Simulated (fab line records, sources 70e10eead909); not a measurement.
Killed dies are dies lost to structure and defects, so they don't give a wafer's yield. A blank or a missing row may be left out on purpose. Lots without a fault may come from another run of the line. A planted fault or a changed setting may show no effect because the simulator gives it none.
fab line records | flow nand_harc | part 1 of 2: steps 1 to 27 of 39
record lots=5 wafers=15 last_day=25
route steps=1159 shown A_M0@1016 A_M1@1026
lots that met no fault: from a run of the same line without faults
start_h: hours from the record's first day to the start of the lot's first wafer shown | wait_h: hours since the lot's step before | " the same as in the row above | L1.1+2: a row that stands for several wafers | - no value, or no start given | * or withheld: withheld | < > ~ a bound
route shown NAME@n: a module of which the file shows steps, and the number in the route of the first | usual: mean/standard deviation of fault-free wafers | same: alike in all rows | chamber/n: place in a boat | sites: the reading at each site | _std_site: their standard deviation | _edge_site: outer sites' mean less inner sites' | radius_mm: how far each site lies from the wafer's centre | mask NAME#n: copy n | behind: the tool/chamber that last shaped the wafer | hold: why the lot was held/for how many hours/how that ended | device: the transistor (n, p or np) that didn't switch | end of line: the same wafers' tests at the end of the route | a step without rows: its recipe alone | killed: dies lost to structure and defects at the first sort, not the wafer's yield | map: a wafer's dies, x killed, . not, _ none there
set.NAME: the setting as run; set.NAME@STEP: as run at that earlier step | model.NAME: the simulator's own value behind a step, which no gauge read
lots at some steps of the route; a table a step, a row a wafer
services: from which hour (start_h, from the record's first day; less than 0 if before it) a tool's chamber was out of use, for how many hours, and why
## steps
# step NHARC_A_M0_PVD_21
# recipe target_thk_a=300 chamber_pressure_pa=5 power_w=5000 substrate_temp_c=30 time_s=20.49 material=Cu
# usual throttle_valve_pct=30.7/1
# columns lot.wafer tool chamber start_h wait_h throttle_valve_pct
L084.4 pvd_sputter-01 - - - 30.4
L084.3 " - " " 31.5
L084.6 " - " " 30.7
L086.3 pvd_sputter-01 - - - 31.2
L086.6 " - " " 31.9
L086.5 " - " " 31.0
L089.1 pvd_sputter-02 - - - 28.9
L089.3 " - " " 30.4
L089.6 " - " " 30.3
L090.3 pvd_sputter-02 - - - 31.8
L090.1 " - " " 30.5
L090.6 " - " " 30.3
L097.3 pvd_sputter-01 - - - 31.4
L097.1 " - " " 30.8
L097.5 " - " " 30.7
# step NHARC_A_M0_ECD_22
# recipe target_thk_a=4000 bath_temp_c=25 material=Cu
# columns lot.wafer tool chamber start_h wait_h
L084.4+3+6 ecd_cu-02 0,1,0 459.09 -
L086.3+5+6 ecd_cu-02 0,1,0 461.75 -
L089.1+3+6 ecd_cu-02 1,0,0 482.45 -
L090.1+3+6 ecd_cu-01 1 496.12 -
L097.1+3+5 ecd_cu-02 0,1,1 554.76 -
# step NHARC_A_M0_ANNEAL_30
# recipe temp_c=225 time_s=90
# usual wafer_temp_C_max=226.4/0.51
# columns lot.wafer tool chamber start_h wait_h wafer_temp_C_max
L084.3 rtp_anneal-01 0 459.48 0.3 227.1
L084.4 " 0 " " 227.2
L084.6 " 0 " " 226.9
L086.3 rtp_anneal-02 0 462.11 0.3 225.9
L086.5 " 0 " " 226.0
L086.6 " 0 " " 225.7
L089.1 rtp_anneal-02 0 482.77 0.3 225.9
L089.3 " 0 " " 226.1
L089.6 " 0 " " 225.8
L090.1 rtp_anneal-01 0 496.45 0.3 226.2
L090.3 " 0 " " 226.5
L090.6 " 0 " " 226.8
L097.1 rtp_anneal-02 0 555.16 - 226.4
L097.3 " 0 " " 226.2
L097.5 " 0 " " 226.4
# step NHARC_A_M0_CMP_23
# recipe t_overpolish_s=20 target_thk_nm=113.75
# usual motor_current_A=12.3/1.2 time_to_endpoint_s=28.9/2.5
# same t_overpolish_s=20
# columns lot.wafer tool chamber start_h wait_h motor_current_A time_to_endpoint_s
L084.4 cmp-02 3 459.78 - 10.9 29.7
L084.3 " 0 " " 12.0 25.6
L084.6 " 1 " " 10.8 30.0
L086.3 cmp-04 1 462.44 - 12.3 32.0
L086.5 " 2 " " 13.9 29.8
L086.6 " 3 " " 12.0 28.3
L089.1 cmp-03 0 483.12 - 12.5 30.3
L089.3 " 2 " " 12.4 34.0
L089.6 " 1 " " 12.3 30.1
L090.3 cmp-02 3 496.79 - 11.4 28.9
L090.1 " 1 " " 11.4 31.4
L090.6 " 0 " " 12.4 28.8
L097.3 cmp-02 2 555.54 - 14.4 27.1
L097.1 " 0 " " 12.0 27.6
L097.5 " 1 " " 10.4 29.8
# step NHARC_A_M0_THK_MEAS_24
# recipe thk_meas_gauge=xrf
# usual thk_nm=113.9/1.3
# columns lot.wafer tool chamber start_h wait_h thk_nm
L084.3 film_metro-01 - 460.04 - 111.7
L084.4 " - " " 114.5
L084.6 " - " " 112.1
L086.3 film_metro-02 - 462.67 - 116.0
L086.5 " - " " 117.1
L086.6 " - " " 114.8
L089.1 film_metro-02 - 483.43 - 112.7
L089.3 " - " " 114.5
L089.6 " - " " 114.4
L090.1 film_metro-01 - 497.10 - 112.5
L090.3 " - " " 113.9
L090.6 " - " " 111.6
L097.1 film_metro-01 - 555.82 - 114.7
L097.3 " - " " 113.7
L097.5 " - " " 115.1
# step NHARC_A_M0_SRD_25
# columns lot.wafer tool chamber start_h wait_h
L084.4+6+3 wet_bench-10 1,5,6 460.08 0.0
L086.5+3+6 wet_bench-10 3,5,0 462.71 0.0
L089.1+6+3 wet_bench-08 4,6,1 483.47 0.0
L090.6+3+1 wet_bench-08 2,3,6 497.15 0.0
L097.1+5+3 wet_bench-08 0,1,2 555.87 0.0
# step NHARC_A_M0_INSPECT_27
# usual raw_defect_count=468/170
# columns lot.wafer tool chamber start_h wait_h raw_defect_count
L084.3 defect_inspect-01 - 460.20 0.0 725
L084.4 " - " " 636
L084.6 " - " " 520
L086.3 defect_inspect-02 - 462.82 0.0 362
L086.5 " - " " 325
L086.6 " - " " 355
L089.1 defect_inspect-02 - 483.59 0.0 370
L089.3 " - " " 365
L089.6 " - " " 259
L090.1 defect_inspect-02 - 497.26 0.0 1006
L090.3 " - " " 777
L090.6 " - " " 945
L097.1 defect_inspect-02 - 555.99 0.0 607
L097.3 " - " " 453
L097.5 " - " " 494
# step NHARC_A_M0_PRE_CLEAN_31
# recipe time_s=12 temp_c=370 rf_power_w=300 gas=NH3
# usual heater_power_w=643/100
# columns lot.wafer tool chamber start_h wait_h heater_power_w
L084.3 pecvd-04 2 460.29 0.1 623
L084.4 " 0 " " 468
L084.6 " 1 " " 606
L086.3 pecvd-02 0 462.90 0.1 704
L086.5 " 0 " " 687
L086.6 " 1 " " 744
L089.3 pecvd-04 0 483.65 0.1 475
L089.1 " 2 " " 627
L089.6 " 2 " " 632
L090.3 pecvd-04 2 497.34 0.1 704
L090.1 " 0 " " 568
L090.6 " 0 " " 567
L097.3 pecvd-04 0 556.79 0.8 544
L097.1 " 2 " " 749
L097.5 " 1 " " 688
# step NHARC_A_M0_DEP_32
# recipe target_thk_a=300 temp_c=370 target_thk_nm=30 pressure_torr=3 flow_sccm=200 rf_w=450 material=SiCN
# usual heater_power_w=594/99
# columns lot.wafer tool chamber start_h wait_h heater_power_w
L084.3 pecvd-04 2 460.43 0.1 559
L084.4 " 0 " " 497
L084.6 " 1 " " 651
L086.3 pecvd-02 0 463.01 0.1 550
L086.5 " 0 " " 558
L086.6 " 1 " " 666
L089.3 pecvd-04 0 483.73 0.1 499
L089.1 " 2 " " 673
L089.6 " 2 " " 664
L090.3 pecvd-04 2 497.45 0.1 597
L090.1 " 0 " " 497
L090.6 " 0 " " 499
L097.3 pecvd-04 0 556.87 0.1 484
L097.1 " 2 " " 674
L097.5 " 1 " " 554
# step NHARC_A_M1_DEP_00
# recipe target_thk_a=1825 target_thk_nm=182.5 temp_c=withheld pressure_torr=5 flow_sccm=200 rf_w=600 material=SiOC
# columns lot.wafer tool chamber start_h wait_h
L084.3+6+4 pecvd-04 1,0,1 - -
L086.3+5+6 pecvd-04 0,0,1 463.38 -
L089.3+1+6 pecvd-01 0,1,1 484.19 -
L090.3+1+6 pecvd-02 0,1,0 497.82 -
L097.1+3+5 pecvd-02 0,2,0 557.29 -
# step NHARC_A_M1_DEHYDRATE_01
# recipe temp_c=150 time_s=120
# columns lot.wafer tool chamber start_h wait_h
L084.3+4+6 litho_track-04 0 461.69 -
L086.3+5+6 litho_track-06 0 463.79 -
L089.1+3+6 litho_track-04 0 484.55 -
L090.1+3+6 litho_track-04 0 498.22 -
L097.1+3+5 litho_track-04 0 557.69 -
# step NHARC_A_M1_HMDS_02
# recipe time_s=30
# columns lot.wafer tool chamber start_h wait_h
L084.3+4+6 litho_track-04 0 - -
L086.3+5+6 litho_track-06 0 - -
L089.1+3+6 litho_track-04 0 - -
L090.1+3+6 litho_track-04 0 - -
L097.1+3+5 litho_track-04 0 - -
# step NHARC_A_M1_COAT_34
# recipe temp_c=200 time_s=65
# columns lot.wafer tool chamber start_h wait_h
L084.3+4+6 litho_track-04 0 - -
L086.3+5+6 litho_track-06 0 - -
L089.1+3+6 litho_track-04 0 - -
L090.1+3+6 litho_track-04 0 - -
L097.1+3+5 litho_track-04 0 - -
# step NHARC_A_M1_COAT_03
# recipe spin_rpm=1500 resist_thk_nm=90
# columns lot.wafer tool chamber start_h wait_h
L084.3+4+6 litho_track-04 0 - -
L086.3+5+6 litho_track-06 0 - -
L089.1+3+6 litho_track-04 0 - -
L090.1+3+6 litho_track-04 0 - -
L097.1+3+5 litho_track-04 0 - -
# step NHARC_A_M1_SOFTBAKE_04
# recipe temp_c=105 time_s=55
# columns lot.wafer tool chamber start_h wait_h
L084.3+4+6 litho_track-04 0 - -
L086.3+5+6 litho_track-06 0 - -
L089.1+3+6 litho_track-04 0 - -
L090.1+3+6 litho_track-04 0 - -
L097.1+3+5 litho_track-04 0 - -
# step NHARC_A_M1_EBR_05
# columns lot.wafer tool chamber start_h wait_h
L084.3+4+6 litho_track-04 0 - -
L086.3+5+6 litho_track-06 0 - -
L089.1+3+6 litho_track-04 0 - -
L090.1+3+6 litho_track-04 0 - -
L097.1+3+5 litho_track-04 0 - -
# step NHARC_A_M1_EXPOSE_06
# recipe na=1.35 target_cd_nm=120 dose_mj=75.13 mask_id=A_M1
# columns lot.wafer tool chamber start_h wait_h mask
L084.3+4+6 arfi_scanner-02 0 461.86 - A_M1#0
L086.3+5+6 arfi_scanner-01 0 463.97 - A_M1#0
L089.1+3+6 arfi_scanner-02 0 484.72 - A_M1#0
L090.1+3+6 arfi_scanner-03 0 498.51 - A_M1#0
L097.1+3+5 arfi_scanner-02 0 557.85 - A_M1#0
# step NHARC_A_M1_PEB_07
# recipe peb_temp_c=100 peb_time_s=65
# columns lot.wafer tool chamber start_h wait_h
L084.3+4+6 litho_track-06 0 461.91 0.0
L086.3+5+6 litho_track-01 0 464.02 0.0
L089.1+3+6 litho_track-01 0 484.78 0.1
L090.1+3+6 litho_track-01 0 498.57 0.1
L097.1+3+5 litho_track-01 0 557.91 0.1
# step NHARC_A_M1_DEVELOP_08
# recipe develop_time_s=35 dev_temp_c=23
# columns lot.wafer tool chamber start_h wait_h
L084.3+4+6 litho_track-06 0 - -
L086.3+5+6 litho_track-01 0 - -
L089.1+3+6 litho_track-01 0 - -
L090.1+3+6 litho_track-01 0 - -
L097.1+3+5 litho_track-01 0 - -
# step NHARC_A_M1_CD_MEAS_09
# recipe target_cd_nm=120 landing_energy_ev=500
# usual cd_nm=120.2/0.54
# columns lot.wafer tool chamber start_h wait_h cd_nm
L084.3 cd_sem-01 0 462.00 - 120.1
L084.4 " 0 " " 119.8
L084.6 " 0 " " 119.9
L086.3 cd_sem-03 0 464.11 - 120.5
L086.5 " 0 " " 119.6
L086.6 " 0 " " 120.2
L089.1 cd_sem-03 0 484.86 - 119.5
L089.3 " 0 " " 120.5
L089.6 " 0 " " 120.5
L090.1 cd_sem-02 0 498.65 - 120.0
L090.3 " 0 " " 120.5
L090.6 " 0 " " 119.5
L097.1 cd_sem-01 0 557.99 - 119.8
L097.3 " 0 " " 120.7
L097.5 " 0 " " 120.5
# step NHARC_A_M1_OVL_MEAS_10
# recipe pitch_nm=240
# usual overlay_x_nm=0.0/0.83 overlay_y_nm=0.1/0.77
# columns lot.wafer tool chamber start_h wait_h overlay_x_nm overlay_y_nm
L084.3 overlay-01 - 462.08 - 1.1 0.2
L084.4 " - " " 1.0 -0.6
L084.6 " - " " 1.2 -0.2
L086.3 overlay-01 - 464.19 - 1.6 -0.8
L086.5 " - " " 1.0 -1.2
L086.6 " - " " 1.4 -0.8
L089.1 overlay-02 - 484.94 - 0.2 0.4
L089.3 " - " " 0.1 1.1
L089.6 " - " " 0.2 0.9
L090.1 overlay-02 - 498.74 - 1.0 -1.9
L090.3 " - " " 1.4 -2.1
L090.6 " - " " 1.8 -2.0
L097.1 overlay-01 - 558.08 - -0.2 0.4
L097.3 " - " " -0.3 -0.3
L097.5 " - " " -0.4 0.2
# step NHARC_A_M1_INSPECT_11
# usual raw_defect_count=29/15
# columns lot.wafer tool chamber start_h wait_h raw_defect_count
L084.3 defect_inspect-02 - 462.12 0.0 42
L084.4 " - " " 35
L084.6 " - " " 43
L086.3 defect_inspect-02 - 464.23 0.0 10
L086.5 " - " " 14
L086.6 " - " " 10
L089.1 defect_inspect-02 - 484.98 0.0 27
L089.3 " - " " 40
L089.6 " - " " 34
L090.1 defect_inspect-01 - 498.77 0.0 44
L090.3 " - " " 33
L090.6 " - " " 41
L097.1 defect_inspect-01 - 558.12 0.0 54
L097.3 " - " " 48
L097.5 " - " " 47
# step NHARC_A_M1_DESCUM_14
# recipe time_s=3 o2_flow_sccm=200 ar_flow_sccm=0 bias_power_w=0 chemistry=O2
# usual drypump_motor_current_A=5.4/0.34 oes_product_au=1.002/0.0095 rf_vpp_V=57.8/0.95 showerhead_plenum_p_Torr=1.92/0.079 throttle_valve_pct=11.311/0.0095
# columns lot.wafer tool chamber start_h wait_h drypump_motor_current_A oes_product_au rf_hours_counter_h rf_vpp_V showerhead_plenum_p_Torr throttle_valve_pct
L084.4 rie_diel-01 3 462.18 0.1 5.3 1.020 4 57.8 1.93 11.313
L084.3 " 2 " " 5.4 1.003 4 56.9 1.92 11.311
L084.6 " 0 " " 4.9 1.009 - 57.3 2.05 11.304
L086.3 rie_diel-01 1 464.30 0.1 5.7 1.009 4 57.8 2.02 11.309
L086.6 " 0 " " 4.9 1.004 - 59.6 2.05 11.313
L086.5 " 1 " " 5.7 0.999 - 58.3 2.02 11.318
L089.3 rie_diel-01 0 485.06 0.1 4.9 1.004 5 57.4 2.05 11.309
L089.1 " 3 " " 5.3 1.009 4 57.3 1.93 11.310
L089.6 " 1 " " 5.7 0.995 - 59.9 2.02 11.316
L090.3 rie_diel-10 0 498.83 0.1 5.3 1.007 10 57.4 1.81 11.322
L090.1 " 2 " " 5.7 0.990 13 57.7 1.85 11.302
L090.6 " 0 " " 5.3 1.007 - 55.5 1.81 11.318
L097.3 rie_diel-01 3 558.19 0.1 5.2 1.009 1 57.1 1.93 11.310
L097.1 " 1 " " 5.7 0.985 1 60.3 2.02 11.303
L097.5 " 2 " " 5.4 0.996 - 57.1 1.92 11.311
# step NHARC_A_M1_ETCH_35
# recipe target_depth_a=400 overetch_a=120 time_s=43.94 ion_energy_ev=200 n2_flow_sccm=150 h2_flow_sccm=150 ar_flow_sccm=0 rf_w=400 bias_w=150 chemistry=N2/H2
# usual bias_w=149.9/0.43 drypump_motor_current_A=5.4/0.33 h2_flow_sccm=150.0/0.43 oes_product_au=1.003/0.0097 rf_vpp_V=430.5/2.4 showerhead_plenum_p_Torr=2.04/0.083 throttle_valve_pct=14.170/0.0086
# columns lot.wafer tool chamber start_h wait_h bias_w drypump_motor_current_A h2_flow_sccm oes_product_au rf_hours_counter_h rf_vpp_V showerhead_plenum_p_Torr throttle_valve_pct
L084.3 rie_diel-01 3 462.27 0.1 150.1 5.2 150.0 1.031 4 431.3 2.06 14.182
L084.4 " 0 " " 150.0 4.9 149.7 1.011 4 435.6 2.19 14.172
L084.6 " 3 " " 150.1 5.3 149.9 1.016 - 432.0 2.06 14.180
L086.3 rie_diel-01 2 464.38 0.1 149.6 5.4 149.9 1.012 4 430.1 2.04 14.178
L086.6 " 2 " " 149.2 5.4 149.3 1.003 - 430.0 2.04 14.164
L086.5 " 3 " " 148.7 5.3 151.0 1.023 - 431.8 2.06 14.162
L089.3 rie_diel-01 3 485.15 0.1 149.8 5.3 149.7 1.018 4 431.6 2.06 14.166
L089.1 " 0 " " 149.4 4.9 149.7 1.017 5 434.7 2.19 14.167
L089.6 " 0 " " 149.5 4.9 149.3 1.022 - 435.3 2.19 14.169
L090.1 rie_diel-10 0 498.94 0.1 150.9 5.3 150.4 1.010 10 427.9 1.93 14.187
L090.3 " 2 " " 150.1 5.8 150.5 0.996 13 429.7 1.97 14.171
L090.6 " 0 " " 150.3 5.3 150.4 1.003 - 427.9 1.93 14.191
L097.1 rie_diel-01 1 558.26 0.1 150.0 5.7 150.1 0.995 1 433.4 2.16 14.164
L097.3 " 0 " " 149.8 4.9 151.1 0.994 1 434.5 2.19 14.182
L097.5 " 2 " " 150.2 5.4 149.5 1.000 - 432.1 2.04 14.174
# step NHARC_A_M1_ETCH_15
# recipe target_depth_a=1825 time_s=91.2 c4f8_flow_sccm=withheld ar_flow_sccm=400 rf_w=600 bias_w=300 chemistry=C4F8/Ar
# usual bias_w=300.2/0.87 oes_product_au=0.954/0.022 rf_vpp_V=440.8/2.4
# columns lot.wafer tool chamber start_h wait_h bias_w oes_product_au rf_hours_counter_h rf_vpp_V
L084.3 rie_diel-01 0 - - 300.3 0.933 4 445.0
L084.4 " 2 " " 299.7 0.923 4 441.0
L084.6 " 3 " " 300.2 0.940 - 441.9
L086.3 rie_diel-01 2 - - 300.1 0.996 4 441.3
L086.5 " 0 " " 299.9 0.972 - 445.5
L086.6 " 1 " " 299.1 0.972 - 445.1
L089.1 rie_diel-01 2 - - 299.4 0.927 4 441.4
L089.3 " 3 " " 300.5 0.931 4 440.8
L089.6 " 3 " " 299.2 0.939 - 443.2
L090.1 rie_diel-10 1 - - 299.3 0.955 13 440.4
L090.3 " 2 " " 300.0 0.950 13 439.4
L090.6 " 2 " " 299.6 0.940 - 439.1
L097.3 rie_diel-01 2 - - 300.6 0.951 1 440.7
L097.1 " 0 " " 299.5 0.957 1 443.9
L097.5 " 1 " " 299.5 0.958 - 442.9
# step NHARC_A_M1_CD_MEAS_16
# usual cd_nm=120.1/0.7
# columns lot.wafer tool chamber start_h wait_h cd_nm
L084.3 cd_sem-02 - 462.49 - 119.3
L084.4 " - " " 119.6
L084.6 " - " " 120.3
L086.3 cd_sem-02 - 464.60 - 119.9
L086.5 " - " " 119.5
L086.6 " - " " 119.8
L089.1 cd_sem-01 - 485.37 - 120.2
L089.3 " - " " 120.6
L089.6 " - " " 120.6
L090.1 cd_sem-02 - 499.18 - 120.0
L090.3 " - " " 120.7
L090.6 " - " " 119.7
L097.1 cd_sem-01 - 558.48 - 120.0
L097.3 " - " " 120.2
L097.5 " - " " 120.8
# step NHARC_A_M1_STRIP_18
# recipe power_w=1000 n2_flow_sccm=150 h2_flow_sccm=150 ar_flow_sccm=0 bias_w=0 chemistry=N2/H2
# usual drypump_motor_current_A=5.4/0.35 h2_flow_sccm=150.0/0.44 oes_product_au=1.002/0.0098 rf_vpp_V=90.8/0.98 showerhead_plenum_p_Torr=2.05/0.086 throttle_valve_pct=14.172/0.0093
# same bias_w=0
# columns lot.wafer tool chamber start_h wait_h drypump_motor_current_A h2_flow_sccm oes_product_au rf_hours_counter_h rf_vpp_V showerhead_plenum_p_Torr throttle_valve_pct
L084.3 rie_diel-12 3 462.58 0.1 5.4 149.8 1.005 4 89.9 1.92 14.173
L084.4 " 1 " " 4.9 149.8 1.016 4 91.4 2.06 14.175
L084.6 " 3 " " 5.4 150.5 1.004 - 90.8 1.92 14.173
L086.3 rie_diel-12 1 464.70 0.1 5.0 149.5 1.012 4 89.7 2.06 14.188
L086.6 " 0 " " 6.3 150.9 0.990 - 90.2 1.97 14.162
L086.5 " 1 " " 5.0 150.2 1.004 - 90.1 2.06 14.179
L089.3 rie_diel-01 3 485.44 0.1 5.3 149.8 1.013 4 90.6 2.06 14.179
L089.1 " 1 " " 5.7 149.7 0.994 4 91.6 2.16 14.178
L089.6 " 3 " " 5.3 150.2 1.010 - 91.9 2.06 14.178
L090.3 rie_diel-12 1 499.28 0.1 4.9 150.1 1.010 8 90.3 2.06 14.168
L090.1 " 2 " " 5.2 149.9 1.011 4 90.6 1.99 14.170
L090.6 " 0 " " 6.3 149.7 1.005 - 90.4 1.97 14.169
L097.1 rie_diel-01 1 558.56 0.1 5.7 149.4 0.993 1 90.5 2.16 14.161
L097.3 " 0 " " 4.9 149.9 0.989 1 90.2 2.19 14.177
L097.5 " 1 " " 5.7 149.9 0.988 - 91.5 2.16 14.185
